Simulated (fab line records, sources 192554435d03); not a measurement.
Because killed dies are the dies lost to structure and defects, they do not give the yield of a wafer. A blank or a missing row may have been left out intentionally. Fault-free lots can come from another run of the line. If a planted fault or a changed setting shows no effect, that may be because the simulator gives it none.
Matching of chambers / flow n5Finfet / N5_BEOL_M1_ETCH_69 on rieDiel-05: 4 sister chambers
The step etches SiARC in CF4, target depth 15.6 nm, time 26 s. 24 wafers are shown with their chamber, then 12 later ones without.

## WAFERS WITH THEIR CHAMBER
wafer=L075.2; chamber=2; showerheadPlenumPTorr (Torr)=2.21; drypumpMotorCurrentA (A)=5.7; throttleValvePct (%)=15.43
wafer=L075.3; chamber=3; showerheadPlenumPTorr (Torr)=2.10; drypumpMotorCurrentA (A)=5.0; throttleValvePct (%)=15.37
wafer=L075.4; chamber=1; showerheadPlenumPTorr (Torr)=2.03; drypumpMotorCurrentA (A)=5.8; throttleValvePct (%)=15.53
wafer=L076.1; chamber=3; showerheadPlenumPTorr (Torr)=2.10; drypumpMotorCurrentA (A)=5.0; throttleValvePct (%)=15.39
wafer=L076.3; chamber=2; showerheadPlenumPTorr (Torr)=2.21; drypumpMotorCurrentA (A)=5.7; throttleValvePct (%)=15.44
wafer=L076.4; chamber=1; showerheadPlenumPTorr (Torr)=2.03; drypumpMotorCurrentA (A)=5.8; throttleValvePct (%)=15.55
wafer=L077.2; chamber=0; showerheadPlenumPTorr (Torr)=2.18; drypumpMotorCurrentA (A)=5.5; throttleValvePct (%)=15.05
wafer=L077.4; chamber=3; showerheadPlenumPTorr (Torr)=2.10; drypumpMotorCurrentA (A)=5.0; throttleValvePct (%)=15.36
wafer=L077.5; chamber=0; showerheadPlenumPTorr (Torr)=2.18; drypumpMotorCurrentA (A)=5.5; throttleValvePct (%)=15.05
wafer=L078.1; chamber=0; showerheadPlenumPTorr (Torr)=2.18; drypumpMotorCurrentA (A)=5.6; throttleValvePct (%)=15.04
wafer=L078.2; chamber=2; showerheadPlenumPTorr (Torr)=2.21; drypumpMotorCurrentA (A)=5.7; throttleValvePct (%)=15.45
wafer=L078.4; chamber=3; showerheadPlenumPTorr (Torr)=2.10; drypumpMotorCurrentA (A)=5.0; throttleValvePct (%)=15.39
wafer=L080.1; chamber=2; showerheadPlenumPTorr (Torr)=2.21; drypumpMotorCurrentA (A)=5.7; throttleValvePct (%)=15.47
wafer=L080.5; chamber=0; showerheadPlenumPTorr (Torr)=2.18; drypumpMotorCurrentA (A)=5.5; throttleValvePct (%)=15.06
wafer=L080.6; chamber=1; showerheadPlenumPTorr (Torr)=2.02; drypumpMotorCurrentA (A)=5.8; throttleValvePct (%)=15.55
wafer=L082.1; chamber=1; showerheadPlenumPTorr (Torr)=2.02; drypumpMotorCurrentA (A)=5.8; throttleValvePct (%)=15.56
wafer=L082.4; chamber=2; showerheadPlenumPTorr (Torr)=2.20; drypumpMotorCurrentA (A)=5.7; throttleValvePct (%)=15.48
wafer=L082.6; chamber=3; showerheadPlenumPTorr (Torr)=2.10; drypumpMotorCurrentA (A)=5.0; throttleValvePct (%)=15.39
wafer=L083.1; chamber=0; showerheadPlenumPTorr (Torr)=2.17; drypumpMotorCurrentA (A)=5.5; throttleValvePct (%)=15.09
wafer=L083.2; chamber=1; showerheadPlenumPTorr (Torr)=2.02; drypumpMotorCurrentA (A)=5.8; throttleValvePct (%)=15.56
wafer=L083.5; chamber=2; showerheadPlenumPTorr (Torr)=2.20; drypumpMotorCurrentA (A)=5.7; throttleValvePct (%)=15.48
wafer=L086.1; chamber=2; showerheadPlenumPTorr (Torr)=2.20; drypumpMotorCurrentA (A)=5.6; throttleValvePct (%)=15.48
wafer=L086.3; chamber=0; showerheadPlenumPTorr (Torr)=2.17; drypumpMotorCurrentA (A)=5.5; throttleValvePct (%)=15.07
wafer=L086.4; chamber=0; showerheadPlenumPTorr (Torr)=2.17; drypumpMotorCurrentA (A)=5.5; throttleValvePct (%)=15.08

SIGNATURES (means of the wafers above)
reading=showerheadPlenumPTorr; chamber 0=2.1757; chamber 1=2.0240; chamber 2=2.2057; chamber 3=2.1000; scatter within a chamber=0.00481
reading=drypumpMotorCurrentA; chamber 0=5.514; chamber 1=5.800; chamber 2=5.686; chamber 3=5.000; scatter within a chamber=0.0293
reading=throttleValvePct; chamber 0=15.0629; chamber 1=15.5500; chamber 2=15.4614; chamber 3=15.3800; scatter within a chamber=0.0174
Rule: for each reading, subtract the chamber's mean from the wafer's reading, divide by that reading's scatter and square the result; add these up over the readings and take the root, which gives the wafer's distance from the chamber. The wafer belongs to the nearest chamber; if the next one is less than 2 further off, it can't be placed. How the scatter is found: for the shown wafers, subtract from each reading the mean of its chamber, square and add these, divide the total by (wafers less chambers), then take the root.

## WAFERS WITHOUT THEIR CHAMBER
wafer=L088.3; showerheadPlenumPTorr (Torr)=2.02; drypumpMotorCurrentA (A)=5.8; throttleValvePct (%)=15.58
wafer=L088.5; showerheadPlenumPTorr (Torr)=2.17; drypumpMotorCurrentA (A)=5.5; throttleValvePct (%)=15.09
wafer=L088.6; showerheadPlenumPTorr (Torr)=2.10; drypumpMotorCurrentA (A)=5.0; throttleValvePct (%)=14.89
wafer=L093.2; showerheadPlenumPTorr (Torr)=2.20; drypumpMotorCurrentA (A)=5.6; throttleValvePct (%)=15.52
wafer=L093.4; showerheadPlenumPTorr (Torr)=2.17; drypumpMotorCurrentA (A)=5.5; throttleValvePct (%)=15.13
wafer=L093.6; showerheadPlenumPTorr (Torr)=2.09; drypumpMotorCurrentA (A)=5.0; throttleValvePct (%)=14.89
wafer=L096.1; showerheadPlenumPTorr (Torr)=2.27; drypumpMotorCurrentA (A)=5.8; throttleValvePct (%)=15.09
wafer=L096.2; showerheadPlenumPTorr (Torr)=2.16; drypumpMotorCurrentA (A)=5.5; throttleValvePct (%)=15.14
wafer=L096.6; showerheadPlenumPTorr (Torr)=2.09; drypumpMotorCurrentA (A)=5.0; throttleValvePct (%)=14.91
wafer=L097.1; showerheadPlenumPTorr (Torr)=2.27; drypumpMotorCurrentA (A)=5.8; throttleValvePct (%)=15.10
wafer=L097.3; showerheadPlenumPTorr (Torr)=2.09; drypumpMotorCurrentA (A)=5.0; throttleValvePct (%)=14.93
wafer=L097.5; showerheadPlenumPTorr (Torr)=2.16; drypumpMotorCurrentA (A)=5.5; throttleValvePct (%)=15.13

## THE CHAMBER EACH PASSED THROUGH
wafer=L088.3; from the rows above=1; in truth=1
wafer=L088.5; from the rows above=0; in truth=0
wafer=L088.6; from the rows above=0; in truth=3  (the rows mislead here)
wafer=L093.2; from the rows above=2; in truth=2
wafer=L093.4; from the rows above=0; in truth=0
wafer=L093.6; from the rows above=can't be placed: 0 or 3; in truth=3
wafer=L096.1; from the rows above=0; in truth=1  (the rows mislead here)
wafer=L096.2; from the rows above=0; in truth=0
wafer=L096.6; from the rows above=can't be placed: 0 or 3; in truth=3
wafer=L097.1; from the rows above=0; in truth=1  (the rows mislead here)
wafer=L097.3; from the rows above=can't be placed: 3 or 0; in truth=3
wafer=L097.5; from the rows above=0; in truth=0
Correctly placed: 6 of 12. From these rows, 3 cannot be placed; in 3 the true chamber is one of the candidates. Placed wrongly: 3.
